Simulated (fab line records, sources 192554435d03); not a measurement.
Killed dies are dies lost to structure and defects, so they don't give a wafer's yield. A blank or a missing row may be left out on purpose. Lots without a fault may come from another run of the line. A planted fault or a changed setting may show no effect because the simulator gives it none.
Split-lot experiment | flow n5_finfet | 7 lots, 21 wafers read, on a route of 1938 steps

THE SPLIT
At N5_MOL_CONTACT_COAG_VIA_ETCH_46 (etches SiO2 in C4F6/O2, target depth 46 nm, overetch 9.2 nm, time 40 s), the setting bias_w was moved away from the recipe's 455 W on 11 of the 21 wafers read, by -14.5% to +16.1%. The other wafers ran this setting at the recipe's value.

The reading is taken at the split's own step.

THE READING
rf_vpp_V, in V, at N5_MOL_CONTACT_COAG_VIA_ETCH_46 (etches SiO2 in C4F6/O2, target depth 46 nm, overetch 9.2 nm, time 40 s). Fault-free wafers of this fab line usually give 1602 V, standard deviation 34 V.

wafer  | tool, chamber at the split | bias_w as run, W | against the recipe | rf_vpp_V, V | against lot-mates on the recipe
L076.1 | rie_diel-04, 3             | 455              | recipe             | 1585        | -
L076.2 | rie_diel-04, 2             | 455              | recipe             | 1620        | -
L076.4 | rie_diel-04, 3             | 455              | recipe             | 1584        | -
L082.1 | rie_diel-06, 2             | 390.3            | -14.2%             | 1439        | -102
L082.2 | rie_diel-06, 1             | 390.3            | -14.2%             | 1462        | -79
L082.6 | rie_diel-06, 0             | 455              | recipe             | 1541        | -
L089.2 | rie_diel-05, 1             | 455              | recipe             | 1644        | -
L089.3 | rie_diel-05, 2             | 455              | recipe             | 1579        | -
L089.6 | rie_diel-05, 1             | 505.5            | +11.1%             | 1776        | +164
L093.4 | rie_diel-05, 0             | 455              | recipe             | 1567        | -
L093.5 | rie_diel-05, 3             | 488              | +7.3%              | 1681        | +114
L093.6 | rie_diel-05, 2             | 488              | +7.3%              | 1664        | +97
L094.1 | rie_diel-04, 2             | 400.5            | -12.0%             | 1472        | no lot-mate on the recipe
L094.5 | rie_diel-04, 3             | 400.5            | -12.0%             | 1438        | no lot-mate on the recipe
L094.6 | rie_diel-04, 2             | 400.5            | -12.0%             | 1472        | no lot-mate on the recipe
L092.1 | rie_diel-06, 1             | 455              | recipe             | 1638        | -
L092.4 | rie_diel-06, 2             | 528.1            | +16.1%             | 1801        | +197
L092.5 | rie_diel-06, 3             | 455              | recipe             | 1570        | -
L096.1 | rie_diel-05, 1             | 389.1            | -14.5%             | 1460        | -118
L096.2 | rie_diel-05, 2             | 455              | recipe             | 1578        | -
L096.6 | rie_diel-05, 0             | 389.1            | -14.5%             | 1392        | -186

THE FIT
A straight line over all 21 wafers: rf_vpp_V changes by +11.8 V for each +1% of bias_w; r = +0.96; the points scatter about the line by 30 V.
The same after taking each lot's own level away (the mean of its wafers on the recipe; 18 wafers): +10.5 V for each +1%; r = +0.95; scatter 32 V.
On that fit, the largest move of bias_w shifts the reading by 1.7e+02 V.
The lots' own levels span 1541.0 to 1611.5 V, that is 2.1 times the standard deviation above.
So the lot-to-lot level changes the slope: the two fits differ.
Check: with one of the wafers moved furthest among these (+16.1%) left out of the fit, the line predicts +177 V for it against its lot-mates. It came out at +197 V against them.
Tool readings at the split's step, against how far the setting was moved: rf_vpp_V r = +0.96.

OTHER SPLITS ON THESE WAFERS
These wafers also went through other splits before the reading. Each is held against what the fit with the lots' levels taken away leaves over:
other split on the same wafers               | wafers away from the commonest value | r with rf_vpp_V (lot level and that fit taken away)
N5_SDB_STRIP_22 power_w                      | 10                                   | +0.11
N5_SDB_CUT_ETCH_26 icp_w                     | 9                                    | -0.25
N5_HKMG_FIN_ETCH_35 time_s                   | 7                                    | -0.13
N5_MOL_CONTACT_COAG_COAT_103 spin_rpm        | 7                                    | +0.06
N5_MOL_CONTACT_COAG_COAT_58 spin_rpm         | 5                                    | -0.36
N5_MOL_CONTACT_COAG_EXPOSE_05 dose_mj        | 10                                   | +0.09
N5_MOL_CONTACT_COAG_CONTACT_ETCH_14 source_w | 6                                    | -0.29

THE FILE'S OWN FIT
rf_vpp_V changes by +10.9 V for each +1% of bias_w, r = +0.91.
